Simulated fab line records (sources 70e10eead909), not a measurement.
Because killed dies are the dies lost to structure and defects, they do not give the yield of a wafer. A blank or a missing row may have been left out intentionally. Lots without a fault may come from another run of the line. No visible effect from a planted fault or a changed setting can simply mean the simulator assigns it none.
Matching of chambers :: flow nand harc :: NHARC_A_STAIRCASE_STRIP_476 on rie diel-02: 4 sister chambers
The step strips in O2, time 20 s. 8 wafers are shown with their chamber, then 10 later ones without.

== WAFERS WITH THEIR CHAMBER ==
wafer: L091.1
chamber: 0
showerhead plenum p Torr (Torr): 3.75
drypump motor current A (A): 6.6

wafer: L091.4
chamber: 2
showerhead plenum p Torr (Torr): 3.69
drypump motor current A (A): 6.1

wafer: L091.5
chamber: 3
showerhead plenum p Torr (Torr): 3.49
drypump motor current A (A): 6.7

wafer: L092.1
chamber: 2
showerhead plenum p Torr (Torr): 3.69
drypump motor current A (A): 6.1

wafer: L092.2
chamber: 0
showerhead plenum p Torr (Torr): 3.74
drypump motor current A (A): 6.7

wafer: L092.4
chamber: 1
showerhead plenum p Torr (Torr): 3.30
drypump motor current A (A): 6.6

wafer: L093.2
chamber: 3
showerhead plenum p Torr (Torr): 3.49
drypump motor current A (A): 6.7

wafer: L093.4
chamber: 1
showerhead plenum p Torr (Torr): 3.30
drypump motor current A (A): 6.6

== WAFERS WITH NO CHAMBER GIVEN ==
wafer: L093.6
showerhead plenum p Torr (Torr): 3.74
drypump motor current A (A): 6.6

wafer: L094.2
showerhead plenum p Torr (Torr): 3.30
drypump motor current A (A): 6.6

wafer: L094.3
showerhead plenum p Torr (Torr): 3.49
drypump motor current A (A): 6.7

wafer: L094.5
showerhead plenum p Torr (Torr): 3.49
drypump motor current A (A): 6.7

wafer: L096.2
showerhead plenum p Torr (Torr): 3.69
drypump motor current A (A): 6.0

wafer: L096.3
showerhead plenum p Torr (Torr): 3.74
drypump motor current A (A): 6.7

wafer: L096.5
showerhead plenum p Torr (Torr): 3.74
drypump motor current A (A): 6.7

wafer: L095.3
showerhead plenum p Torr (Torr): 3.74
drypump motor current A (A): 6.7

wafer: L095.4
showerhead plenum p Torr (Torr): 3.48
drypump motor current A (A): 6.7

wafer: L095.5
showerhead plenum p Torr (Torr): 3.48
drypump motor current A (A): 6.7

== EACH ONE'S CHAMBER ==
wafer: L093.6
from the rows above: 0
in truth: 0

wafer: L094.2
from the rows above: 1
in truth: 1

wafer: L094.3
from the rows above: 3
in truth: 3

wafer: L094.5
from the rows above: 3
in truth: 3

wafer: L096.2
from the rows above: 2
in truth: 2

wafer: L096.3
from the rows above: 0
in truth: 0

wafer: L096.5
from the rows above: 0
in truth: 0

wafer: L095.3
from the rows above: 0
in truth: 0

wafer: L095.4
from the rows above: 3
in truth: 3

wafer: L095.5
from the rows above: 3
in truth: 3
10 of 10 placed correctly. Can't be placed from these rows: 0. Number placed wrongly: 0.
How it was worked out, from the rows above alone: a wafer's distance from a chamber is the root of the sum, over the readings, of the square of ((its reading less the chamber's mean) divided by the reading's scatter). If the next closest chamber is less than 2 further off than the closest, the wafer can't be placed; otherwise it belongs to the closest. Each chamber's mean is taken over the wafers shown for it. The scatter: take each reading less its chamber's mean, square it, sum over the shown wafers, divide by the number of wafers less the number of chambers, and take the root.
